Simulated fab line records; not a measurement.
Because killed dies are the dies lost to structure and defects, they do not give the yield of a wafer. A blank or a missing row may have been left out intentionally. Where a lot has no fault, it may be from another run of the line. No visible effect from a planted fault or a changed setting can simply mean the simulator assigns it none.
Split-lot trial :: flow n5 finfet :: 21 wafers read across 7 lots, on a route 1938 steps long

== SPLIT DETAILS ==
At N5_BEOL_M7_COAT_60 (time 60 s, resist thk 35 nm), the setting spin rpm was moved away from the recipe's 1500 rpm on 7 of the 21 wafers read, by -11.1% to +10.1%. The other wafers ran this setting at the recipe's value.

== BETWEEN THE SPLIT AND THE READING: the file shows 1 step in between ==
- N5_BEOL_M7_ETCH_61: etches SiARC in CF4, target depth 45.5 nm, time 75.8 s (also split here: source w)

== THE READING ==
SiARC_of_BEOL_M7_COAT_60.thk nm (the simulator's own value, which no gauge read), in nm, at N5_BEOL_M7_ETCH_62 (etches SOC in N2/H2, target depth 110 nm, overetch 22 nm, time 165 s). The file does not state a usual value for it. Across the 14 wafers here that went through the recipe, the average is 28.3 nm and the standard deviation 0.25 nm.

wafer: L074.2
tool, chamber at the split: litho track-01, 0
spin rpm as run, rpm: 1500
against the recipe: recipe
SiARC_of_BEOL_M7_COAT_60.thk nm, nm: 28
against lot-mates on the recipe: -

wafer: L074.3
tool, chamber at the split: litho track-01, 0
spin rpm as run, rpm: 1500
against the recipe: recipe
SiARC_of_BEOL_M7_COAT_60.thk nm, nm: 28.2
against lot-mates on the recipe: -

wafer: L074.5
tool, chamber at the split: litho track-01, 0
spin rpm as run, rpm: 1500
against the recipe: recipe
SiARC_of_BEOL_M7_COAT_60.thk nm, nm: 28.2
against lot-mates on the recipe: -

wafer: L076.1
tool, chamber at the split: litho track-05, 0
spin rpm as run, rpm: 1623
against the recipe: +8.2%
SiARC_of_BEOL_M7_COAT_60.thk nm, nm: 27.2
against lot-mates on the recipe: -1.0

wafer: L076.4
tool, chamber at the split: litho track-05, 0
spin rpm as run, rpm: 1623
against the recipe: +8.2%
SiARC_of_BEOL_M7_COAT_60.thk nm, nm: 26.8
against lot-mates on the recipe: -1.4

wafer: L076.6
tool, chamber at the split: litho track-05, 0
spin rpm as run, rpm: 1500
against the recipe: recipe
SiARC_of_BEOL_M7_COAT_60.thk nm, nm: 28.2
against lot-mates on the recipe: -

wafer: L077.1
tool, chamber at the split: litho track-01, 0
spin rpm as run, rpm: 1575
against the recipe: +5.0%
SiARC_of_BEOL_M7_COAT_60.thk nm, nm: 27.6
against lot-mates on the recipe: -0.4

wafer: L077.3
tool, chamber at the split: litho track-01, 0
spin rpm as run, rpm: 1500
against the recipe: recipe
SiARC_of_BEOL_M7_COAT_60.thk nm, nm: 28
against lot-mates on the recipe: -

wafer: L077.5
tool, chamber at the split: litho track-01, 0
spin rpm as run, rpm: 1500
against the recipe: recipe
SiARC_of_BEOL_M7_COAT_60.thk nm, nm: 28
against lot-mates on the recipe: -

wafer: L082.2
tool, chamber at the split: litho track-05, 0
spin rpm as run, rpm: 1334
against the recipe: -11.1%
SiARC_of_BEOL_M7_COAT_60.thk nm, nm: 30.4
against lot-mates on the recipe: +1.8

wafer: L082.3
tool, chamber at the split: litho track-05, 0
spin rpm as run, rpm: 1334
against the recipe: -11.1%
SiARC_of_BEOL_M7_COAT_60.thk nm, nm: 30.6
against lot-mates on the recipe: +2.0

wafer: L082.6
tool, chamber at the split: litho track-05, 0
spin rpm as run, rpm: 1500
against the recipe: recipe
SiARC_of_BEOL_M7_COAT_60.thk nm, nm: 28.6
against lot-mates on the recipe: -

wafer: L086.1
tool, chamber at the split: litho track-03, 0
spin rpm as run, rpm: 1651
against the recipe: +10.1%
SiARC_of_BEOL_M7_COAT_60.thk nm, nm: 26.8
against lot-mates on the recipe: -1.8

wafer: L086.2
tool, chamber at the split: litho track-03, 0
spin rpm as run, rpm: 1500
against the recipe: recipe
SiARC_of_BEOL_M7_COAT_60.thk nm, nm: 28.6
against lot-mates on the recipe: -

wafer: L086.5
tool, chamber at the split: litho track-03, 0
spin rpm as run, rpm: 1651
against the recipe: +10.1%
SiARC_of_BEOL_M7_COAT_60.thk nm, nm: 26.6
against lot-mates on the recipe: -2.0

wafer: L091.1
tool, chamber at the split: litho track-03, 0
spin rpm as run, rpm: 1500
against the recipe: recipe
SiARC_of_BEOL_M7_COAT_60.thk nm, nm: 28.4
against lot-mates on the recipe: -

wafer: L091.6
tool, chamber at the split: litho track-03, 0
spin rpm as run, rpm: 1500
against the recipe: recipe
SiARC_of_BEOL_M7_COAT_60.thk nm, nm: 28.4
against lot-mates on the recipe: -

wafer: L091.2
tool, chamber at the split: litho track-03, 0
spin rpm as run, rpm: 1500
against the recipe: recipe
SiARC_of_BEOL_M7_COAT_60.thk nm, nm: 28.2
against lot-mates on the recipe: -

wafer: L097.1
tool, chamber at the split: litho track-05, 0
spin rpm as run, rpm: 1500
against the recipe: recipe
SiARC_of_BEOL_M7_COAT_60.thk nm, nm: 28.8
against lot-mates on the recipe: -

wafer: L097.4
tool, chamber at the split: litho track-05, 0
spin rpm as run, rpm: 1500
against the recipe: recipe
SiARC_of_BEOL_M7_COAT_60.thk nm, nm: 28.4
against lot-mates on the recipe: -

wafer: L097.5
tool, chamber at the split: litho track-05, 0
spin rpm as run, rpm: 1500
against the recipe: recipe
SiARC_of_BEOL_M7_COAT_60.thk nm, nm: 28.6
against lot-mates on the recipe: -

THE FIT
A straight line over all 21 wafers: SiARC_of_BEOL_M7_COAT_60.thk nm changes by -0.177 nm for each +1% of spin rpm; r = -0.97; the points scatter about the line by 0.24 nm.
The same after taking each lot's own level away (the mean of its wafers on the recipe; 21 wafers): -0.169 nm for each +1%; r = -0.98; scatter 0.18 nm.
That fit puts the effect of the largest move of spin rpm on the reading at 1.9 nm.
Across the lots, their own levels run from 28.00 to 28.60 nm, a range of 2.4 times the standard deviation given above.
The two slopes are in agreement: the lot-to-lot level therefore moves the slope only a little.
Check: +1.93 nm against its lot-mates is what the line predicts for one of the wafers moved furthest among these (-11.1%) when that wafer is left out of the fit. It came out at +1.8 nm against them.

== THE OTHER SPLITS THESE WAFERS WENT THROUGH ==
Other splits were also applied to these wafers ahead of the reading. Each is held against what the fit with the lots' levels taken away leaves over:
other split on the same wafers: N5_BEOL_M5_ETCH_68 bias w
wafers away from the commonest value: 5
r with SiARC_of_BEOL_M7_COAT_60.thk nm (lot level and that fit taken away): -0.15

other split on the same wafers: N5_BEOL_M5_VIA_ETCH_34 bias w
wafers away from the commonest value: 7
r with SiARC_of_BEOL_M7_COAT_60.thk nm (lot level and that fit taken away): -0.19

other split on the same wafers: N5_BEOL_M7_ETCH_61 source w
wafers away from the commonest value: 7
r with SiARC_of_BEOL_M7_COAT_60.thk nm (lot level and that fit taken away): -0.03

== THE WHOLE CHAIN: every reading that the file lists as answering this split, in the file's order ==
step: N5_BEOL_M7_COAT_60
what it does: time 60 s, resist thk 35 nm
reading: SiARC_of_BEOL_M7_COAT_60.thk nm (the simulator's own value, which no gauge read)
change (the file's fit): -0.178 nm for each +1% of the setting
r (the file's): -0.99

step: N5_BEOL_M7_ETCH_61
what it does: etches SiARC in CF4, target depth 45.5 nm, time 75.8 s
reading: CAR-ArF_of_BEOL_M7_COAT_05.thk nm (the simulator's own value, which no gauge read)
change (the file's fit): +0.171 nm for each +1% of the setting
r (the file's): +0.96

step: N5_BEOL_M7_ETCH_61
what it does: etches SiARC in CF4, target depth 45.5 nm, time 75.8 s
reading: etch.depth nm (the simulator's own value, which no gauge read)
change (the file's fit): -0.173 nm for each +1% of the setting
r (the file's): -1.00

step: N5_BEOL_M7_ETCH_62
what it does: etches SOC in N2/H2, target depth 110 nm, overetch 22 nm, time 165 s
reading: SiARC_of_BEOL_M7_COAT_60.thk nm (the simulator's own value, which no gauge read)
change (the file's fit): -0.165 nm for each +1% of the setting
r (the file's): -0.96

== THE FILE'S OWN FIT ==
SiARC_of_BEOL_M7_COAT_60.thk nm changes by -0.165 nm for each +1% of spin rpm, r = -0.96.
